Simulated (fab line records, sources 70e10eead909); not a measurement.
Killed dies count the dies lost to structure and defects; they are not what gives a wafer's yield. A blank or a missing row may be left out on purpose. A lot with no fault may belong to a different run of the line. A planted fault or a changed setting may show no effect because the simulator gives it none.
Matching of chambers    flow nand_harc    4 sister chambers for NHARC_A_SGD_CUT_CMP_21 on cmp-03
The step polishes, target thk 148.19 nm. 20 wafers are shown with their chamber, then 10 later ones without.

## WAFERS PAIRED WITH THEIR CHAMBERS
wafer   chamber  motor_current_A (A)  time_to_endpoint_s (s)
L075.2  1        12.9                 51.0
L075.3  2        13.4                 50.2
L075.4  0        11.4                 50.2
L076.4  0        10.8                 48.0
L076.5  2        14.2                 46.7
L076.6  1        12.7                 49.8
L079.1  1        13.1                 53.6
L079.3  2        13.1                 53.1
L079.6  2        13.6                 50.8
L087.1  0        10.4                 51.4
L087.4  1        13.4                 50.8
L087.5  3        10.4                 53.1
L089.3  3        10.7                 52.8
L089.4  1        12.6                 49.9
L089.5  1        12.6                 49.2
L090.1  2        13.8                 51.3
L090.5  2        13.5                 51.6
L090.6  1        13.3                 51.3
L093.1  2        13.2                 49.6
L093.4  3        11.1                 52.5

SIGNATURES (averages over the wafers above)
reading             chamber 0  chamber 1  chamber 2  chamber 3  scatter within a chamber
motor_current_A     10.867     12.943     13.543     10.733     0.375
time_to_endpoint_s  49.867     50.800     50.471     52.800     1.63
Rule: distance of a wafer from a chamber = root of the sum over the readings of ((wafer's reading minus chamber's mean) / reading's scatter) squared. The wafer belongs to the nearest chamber; if the next one is less than 2 further off, it can't be placed. How the scatter is found: for the shown wafers, subtract from each reading the mean of its chamber, square and add these, divide the total by (wafers less chambers), then take the root.

## WAFERS WITHOUT THEIR CHAMBER
wafer   motor_current_A (A)  time_to_endpoint_s (s)
L093.6  12.8                 51.1
L095.1  11.1                 53.6
L095.2  12.5                 51.3
L095.4  11.1                 50.3
L097.3  14.0                 53.3
L097.5  10.9                 53.1
L097.6  11.1                 48.6
L096.1  13.8                 48.5
L096.3  10.6                 51.7
L096.4  13.4                 49.3

## THE CHAMBER EACH PASSED THROUGH
wafer   from the rows above      in truth
L093.6  can't be placed: 1 or 2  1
L095.1  can't be placed: 3 or 0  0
L095.2  can't be placed: 1 or 2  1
L095.4  can't be placed: 0 or 3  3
L097.3  can't be placed: 2 or 1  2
L097.5  can't be placed: 3 or 0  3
L097.6  can't be placed: 0 or 3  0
L096.1  can't be placed: 2 or 1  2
L096.3  can't be placed: 3 or 0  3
L096.4  can't be placed: 2 or 1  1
0 of 10 placed correctly. Can't be placed from these rows: 10 (the true chamber is among the candidates in 10). Wrongly placed: 0.
